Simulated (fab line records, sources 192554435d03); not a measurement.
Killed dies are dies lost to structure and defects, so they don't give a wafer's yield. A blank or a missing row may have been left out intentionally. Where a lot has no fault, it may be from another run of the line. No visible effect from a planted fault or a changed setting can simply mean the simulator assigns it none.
Matching of chambers + flow n5_finfet + 3 sister chambers for N5_BEOL_M13_DEP_53 on pecvd-01
The step deposits SiCN from 3MS/NH3, target thk 50 nm, time 17.8 s. 6 wafers are shown with their chamber, then 12 later ones without.

## WAFERS, EACH WITH ITS CHAMBER
| wafer  | chamber | throttle_valve_pct (%) | showerhead_plenum_p_Torr (Torr) |
|--------|---------|------------------------|---------------------------------|
| L086.6 | 2       | 16.9                   | 4.149                           |
| L089.4 | 2       | 16.5                   | 4.152                           |
| L089.6 | 0       | 16.6                   | 4.126                           |
| L088.2 | 1       | 17.5                   | 4.123                           |
| L088.5 | 0       | 16.4                   | 4.144                           |
| L088.6 | 1       | 17.3                   | 4.125                           |

## WAFERS MISSING THEIR CHAMBER
| wafer  | throttle_valve_pct (%) | showerhead_plenum_p_Torr (Torr) |
|--------|------------------------|---------------------------------|
| L087.1 | 16.8                   | 4.156                           |
| L087.4 | 16.7                   | 4.117                           |
| L087.5 | 16.7                   | 4.147                           |
| L090.1 | 17.4                   | 4.130                           |
| L090.2 | 16.8                   | 4.126                           |
| L090.6 | 16.5                   | 4.122                           |
| L094.1 | 16.6                   | 4.147                           |
| L094.5 | 16.8                   | 4.127                           |
| L094.6 | 16.8                   | 4.162                           |
| L097.1 | 16.7                   | 4.120                           |
| L097.3 | 16.8                   | 4.120                           |
| L097.5 | 17.2                   | 4.152                           |

## THE CHAMBER EACH PASSED THROUGH
| wafer  | from the rows above          | in truth |
|--------|------------------------------|----------|
| L087.1 | 2                            | 2        |
| L087.4 | can't be placed: 0 or 1 or 2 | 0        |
| L087.5 | can't be placed: 2 or 0      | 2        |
| L090.1 | 1                            | 1        |
| L090.2 | can't be placed: 0 or 1 or 2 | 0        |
| L090.6 | 0                            | 0        |
| L094.1 | can't be placed: 2 or 0      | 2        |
| L094.5 | can't be placed: 0 or 1 or 2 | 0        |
| L094.6 | 2                            | 2        |
| L097.1 | can't be placed: 0 or 1 or 2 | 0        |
| L097.3 | can't be placed: 0 or 1 or 2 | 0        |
| L097.5 | can't be placed: 2 or 1 or 0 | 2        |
4 of 12 placed correctly. From these rows, 8 cannot be placed; in 8 the true chamber is one of the candidates. 0 placed wrongly.
How it was worked out, from the rows above alone: a wafer's distance from a chamber is the root of the sum, over the readings, of the square of ((its reading less the chamber's mean) divided by the reading's scatter). The wafer belongs to the nearest chamber; if the next one is less than 2 further off, it can't be placed. A chamber's mean is the mean of its shown wafers. The scatter: take each reading less its chamber's mean, square it, sum over the shown wafers, divide by the number of wafers less the number of chambers, and take the root.
